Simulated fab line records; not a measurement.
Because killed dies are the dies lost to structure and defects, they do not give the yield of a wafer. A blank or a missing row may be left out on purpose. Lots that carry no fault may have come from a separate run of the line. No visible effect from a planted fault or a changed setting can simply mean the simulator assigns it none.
Chamber matching -- flow nandHarc -- cmp-04 running NHARC_A_M0_CMP_23: 4 sister chambers
The step polishes, t overpolish 20 s, target thk 113.75 nm. 4 wafers are shown with their chamber, then 10 later ones without.

EACH WAFER AND ITS CHAMBER
wafer,chamber,motorCurrentA (A)
L081.1,3,13.0
L082.2,0,12.5
L083.2,2,10.4
L083.5,1,11.7

WAFERS WITHOUT THEIR CHAMBER
wafer,motorCurrentA (A)
L083.6,10.5
L084.1,12.8
L084.3,11.4
L084.5,10.9
L085.1,12.3
L085.2,13.2
L085.6,12.3
L087.1,13.0
L087.3,11.0
L087.5,12.4

EACH ONE'S CHAMBER
wafer,from the rows above,in truth
L083.6,2,2
L084.1,can't be placed: 3 or 0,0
L084.3,1,1
L084.5,can't be placed: 2 or 1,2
L085.1,can't be placed: 0 or 1 or 3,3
L085.2,can't be placed: 3 or 0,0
L085.6,can't be placed: 0 or 1 or 3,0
L087.1,can't be placed: 3 or 0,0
L087.3,can't be placed: 2 or 1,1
L087.5,can't be placed: 0 or 3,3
Placed correctly: 2 of 10. These rows do not allow placing 8 (true chamber among the candidates in 8). Placed wrongly: 0.
How it was worked out, from the rows above alone: a wafer's distance from a chamber is the root of the sum, over the readings, of the square of ((its reading less the chamber's mean) divided by the reading's scatter). The wafer belongs to the nearest chamber; if the next one is less than 2 further off, it can't be placed. For every chamber, the mean is computed from those of its wafers that are shown. The scatter (one wafer shown for each chamber): square how far every hidden wafer sits from the nearest shown wafer, average those squares and take the square root.
